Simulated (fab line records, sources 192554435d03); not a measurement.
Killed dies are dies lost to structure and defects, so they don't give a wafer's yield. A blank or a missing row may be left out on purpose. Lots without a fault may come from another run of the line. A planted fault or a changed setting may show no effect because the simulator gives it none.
Which tool did it? | flow n5_finfet | 12 lots, 34 wafers sampled, at 5 steps of a route of 1938

WHAT THE GAUGES READ, wafer by wafer
N5_BEOL_M4_THK_MEAS_01. Usual: M4_ILD_THK 79.1 nm, standard deviation 1.2.
lot  | measured     | on            | M4_ILD_THK (nm) | flag
L507 | day 7 16:36  | film_metro-02 | 78.2 80.4       |
L508 | day 8 10:37  | film_metro-02 | 78.0 80.3 80.5  |
L511 | day 8 16:23  | film_metro-02 | 79.1 78.2 79.4  |
L513 | day 9 04:04  | film_metro-01 | 78.2 77.7 80.4  |
L512 | day 9 07:44  | film_metro-01 | 80.1 80.7 81.7  |
L515 | day 9 12:20  | film_metro-01 | 76.6 77.9 78.7  |
L518 | day 10 15:11 | film_metro-02 | 78.7 79.2 79.7  |
L520 | day 11 03:23 | film_metro-01 | 78.6 80.0 80.4  |
L519 | day 11 04:50 | film_metro-02 | 78.0 78.8 81.4  |
L523 | day 11 11:50 | film_metro-01 | 77.1 77.8       |
L527 | day 13 00:02 | film_metro-02 | 79.2 80.1 79.1  |
L529 | day 13 03:11 | film_metro-01 | 78.2 76.3 80.2  |

N5_BEOL_M4_RC_MEAS_101. Usual: DIBL_N 36.2 mV/V, standard deviation 2; DIBL_P 36.1 mV/V, standard deviation 2.4; IOFF_N 0.16 nA/um, standard deviation 0.035; IOFF_P 0.22 nA/um, standard deviation 0.041; ION_N 675 uA/um, standard deviation 14; ION_P 465 uA/um, standard deviation 8.6; SS_N 71.5 mV/dec, standard deviation 0.64; SS_P 73.2 mV/dec, standard deviation 0.76; VT_N 250 mV, standard deviation 3.9; VT_P -249 mV, standard deviation 3.4.
lot  | measured     | on        | DIBL_N (mV/V)  | DIBL_P (mV/V)  | IOFF_N (nA/um) | IOFF_P (nA/um) | ION_N (uA/um) | ION_P (uA/um) | SS_N (mV/dec)  | SS_P (mV/dec)  | VT_N (mV)   | VT_P (mV)      | flag
L507 | day 8 07:03  | prober-02 | 38.0 38.1      | 37.1 37.0      | 0.19 0.19      | 0.23 0.22      | 692 686       | 470 465       | 72.1 71.9      | 73.5 73.8      | 247 249     | -248 -252      |
L508 | day 8 23:46  | prober-01 | 34.7 35.5 35.6 | 37.9 37.3 38.7 | 0.14 0.15 0.15 | 0.24 0.23 0.26 | 670 667 663   | 471 460 470   | 70.7 71.5 71.1 | 73.3 73.1 74.4 | 253 252 251 | -247 -249 -245 |
L511 | day 9 07:08  | prober-02 | 32.9 34.0 33.6 | 33.1 35.1 35.0 | 0.10 0.12 0.10 | 0.15 0.18 0.17 | 650 658 643   | 449 463 454   | 71.1 71.1 70.4 | 71.9 72.5 73.3 | 256 254 257 | -252 -250 -252 |
L513 | day 9 14:08  | prober-01 | 34.8 35.7 35.7 | 34.5 36.2 36.0 | 0.13 0.16 0.16 | 0.20 0.22 0.23 | 665 680 675   | 456 470 476   | 71.7 71.5 71.6 | 72.6 73.6 72.8 | 248 248 249 | -251 -246 -249 |
L512 | day 9 17:11  | prober-02 | 38.1 38.1 37.6 | 38.2 38.2 37.4 | 0.18 0.17 0.17 | 0.24 0.24 0.23 | 681 670 672   | 465 457 463   | 72.1 72.8 72.0 | 74.5 73.7 73.8 | 247 251 248 | -249 -247 -251 |
L515 | day 9 21:13  | prober-01 | 35.8 39.0 36.4 | 36.1 40.3 37.6 | 0.17 0.22 0.18 | 0.22 0.29 0.25 | 674 679 686   | 459 463 467   | 72.0 72.3 70.7 | 72.8 73.5 74.2 | 245 248 248 | -247 -244 -245 |
L518 | day 11 05:33 | prober-01 | 38.2 35.1 32.3 | 39.7 34.7 31.9 | 0.21 0.14 0.10 | 0.33 0.23 0.18 | 696 664 664   | 486 467 468   | 71.9 71.1 70.6 | 73.6 73.7 70.9 | 245 249 255 | -240 -247 -249 |
L520 | day 11 15:52 | prober-01 | 37.1 35.0 36.6 | 38.2 35.3 38.1 | 0.16 0.13 0.16 | 0.24 0.19 0.23 | 678 661 679   | 467 461 472   | 71.9 71.2 71.1 | 73.2 72.9 73.7 | 249 254 251 | -248 -249 -248 |
L519 | day 11 16:47 | prober-02 | 34.5 37.8 36.8 | 37.1 40.2 39.5 | 0.17 0.21 0.19 | 0.26 0.30 0.29 | 700 692 701   | 483 479 482   | 71.5 72.4 71.1 | 73.2 73.9 73.4 | 245 248 248 | -246 -243 -244 |
L523 | day 12 00:33 | prober-01 | 36.6 33.0      | 37.2 31.7      | 0.16 0.10      | 0.23 0.16      | 677 653       | 472 453       | 71.4 71.0      | 72.4 71.6      | 249 255     | -246 -251      |
L527 | day 13 09:20 | prober-02 | 38.8 36.6 33.3 | 35.0 34.5 30.0 | 0.19 0.15 0.10 | 0.21 0.21 0.16 | 685 670 654   | 461 461 456   | 71.5 71.7 70.7 | 73.3 73.6 71.6 | 249 250 254 | -251 -249 -252 |
L529 | day 13 10:43 | prober-01 | 36.4 37.7 38.0 | 34.9 37.5 37.4 | 0.14 0.19 0.18 | 0.19 0.22 0.24 | 669 682 678   | 456 464 461   | 71.8 71.5 72.2 | 72.9 74.7 74.3 | 253 247 250 | -251 -251 -246 |

WHICH TOOL RAN EACH LOT (tool, then ch and the chambers of the sampled wafers, then the start)
lot  | N5_BEOL_M3_ANNEAL_95         | N5_BEOL_M3_ANNEAL_51             | N5_BEOL_M4_COAT_05
L507 | pvd_sputter-03, day 7 15:08  | rtp_anneal-01 ch 0, day 7 15:31  | litho_track-04 ch 0, day 7 19:49
L508 | pvd_sputter-02, day 8 09:17  | rtp_anneal-01 ch 0, day 8 09:41  | litho_track-03 ch 0, day 8 12:14
L511 | pvd_sputter-02, day 8 14:55  | rtp_anneal-02 ch 0, day 8 15:24  | litho_track-04 ch 0, day 8 18:12
L513 | pvd_sputter-03, day 9 02:45  | rtp_anneal-01 ch 0, day 9 03:08  | litho_track-03 ch 0, day 9 05:56
L512 | pvd_sputter-02, day 9 05:59  | rtp_anneal-01 ch 0, day 9 06:47  | litho_track-03 ch 0, day 9 08:34
L515 | pvd_sputter-01, day 9 10:48  | rtp_anneal-01 ch 0, day 9 11:08  | litho_track-01 ch 0, day 9 13:11
L518 | pvd_sputter-01, day 10 13:52 | rtp_anneal-01 ch 0, day 10 14:17 | litho_track-01 ch 0, day 10 15:58
L520 | pvd_sputter-03, day 11 02:02 | rtp_anneal-02 ch 0, day 11 02:23 | litho_track-04 ch 0, day 11 04:08
L519 | pvd_sputter-01, day 11 03:29 | rtp_anneal-01 ch 0, day 11 03:55 | litho_track-04 ch 0, day 11 05:07
L523 | pvd_sputter-03, day 11 10:11 | rtp_anneal-01 ch 0, day 11 10:44 | litho_track-04 ch 0, day 11 12:25
L527 | pvd_sputter-03, day 12 22:38 | rtp_anneal-02 ch 0, day 12 22:58 | litho_track-03 ch 0, day 13 00:16
L529 | pvd_sputter-03, day 13 01:51 | rtp_anneal-02 ch 0, day 13 02:14 | litho_track-04 ch 0, day 13 03:59
- N5_BEOL_M3_ANNEAL_95: time 240 s.
- N5_BEOL_M3_ANNEAL_51: time 90 s.
- N5_BEOL_M4_COAT_05: resist thk 30 nm.

WHAT THE TOOLS THEMSELVES READ (means of the sampled wafers that have a number; where no wafer has one, the mark that the record gives instead)
N5_BEOL_M3_ANNEAL_95. Usual: heater_power_w 842 W, standard deviation 99.
lot  | tool           | heater_power_w (W) | flag
L507 | pvd_sputter-03 | 904                |
L508 | pvd_sputter-02 | 799                |
L511 | pvd_sputter-02 | 824                |
L513 | pvd_sputter-03 | 925                |
L512 | pvd_sputter-02 | 841                |
L515 | pvd_sputter-01 | 788                |
L518 | pvd_sputter-01 | 733                |
L520 | pvd_sputter-03 | 891                |
L519 | pvd_sputter-01 | 851                |
L523 | pvd_sputter-03 | 920                |
L527 | pvd_sputter-03 | 907                |
L529 | pvd_sputter-03 | 928                |

N5_BEOL_M3_ANNEAL_51. Usual: wafer_temp_C_max 226.31, standard deviation 0.28.
lot  | tool          | wafer_temp_C_max | flag
L507 | rtp_anneal-01 | 226.49           |
L508 | rtp_anneal-01 | 226.23           |
L511 | rtp_anneal-02 | 226.25           |
L513 | rtp_anneal-01 | 226.51           |
L512 | rtp_anneal-01 | 226.06           |
L515 | rtp_anneal-01 | 226.72           |
L518 | rtp_anneal-01 | 226.08           |
L520 | rtp_anneal-02 | 226.01           |
L519 | rtp_anneal-01 | 226.59           |
L523 | rtp_anneal-01 | 226.32           |
L527 | rtp_anneal-02 | 226.71           |
L529 | rtp_anneal-02 | 226.21           |

N5_BEOL_M4_COAT_05. Usual: spin_speed_rpm 1499.9 rpm, standard deviation 0.97.
lot  | tool           | spin_speed_rpm (rpm) | flag
L507 | litho_track-04 | 1500.3               |
L508 | litho_track-03 | 1499.2               |
L511 | litho_track-04 | 1499.2               |
L513 | litho_track-03 | 1444.7               | OFF
L512 | litho_track-03 | 1443.2               | OFF
L515 | litho_track-01 | 1499.8               |
L518 | litho_track-01 | 1500.5               |
L520 | litho_track-04 | 1499.4               |
L519 | litho_track-04 | 1499.7               |
L523 | litho_track-04 | 1499.5               |
L527 | litho_track-03 | 1499.8               |
L529 | litho_track-04 | 1500.7               |

THE ANSWER, worked out from the rows above alone
Rule: a lot is off if the mean of its wafers that have a number lies more than 3 standard deviations from the usual mean. A lot without any number at a reading at which 4 lots or more have one is off too. The other lots that the step has rows for count as sound. The gauges are gone through in route order, then the tools' own readings, and for those a lot's mean is taken as printed above. The first step at which some lot is off is used, and at that step the reading that is off furthest; a lot without a number counts as furthest.
Off: L513, L512, at N5_BEOL_M4_COAT_05 (spin_speed_rpm).
A tool fits if, at that step or a process step before it, it ran every lot that is off, and no sound lot after the first of them. None of those tried fits.

WHAT THE SIMULATOR HAD PUT IN
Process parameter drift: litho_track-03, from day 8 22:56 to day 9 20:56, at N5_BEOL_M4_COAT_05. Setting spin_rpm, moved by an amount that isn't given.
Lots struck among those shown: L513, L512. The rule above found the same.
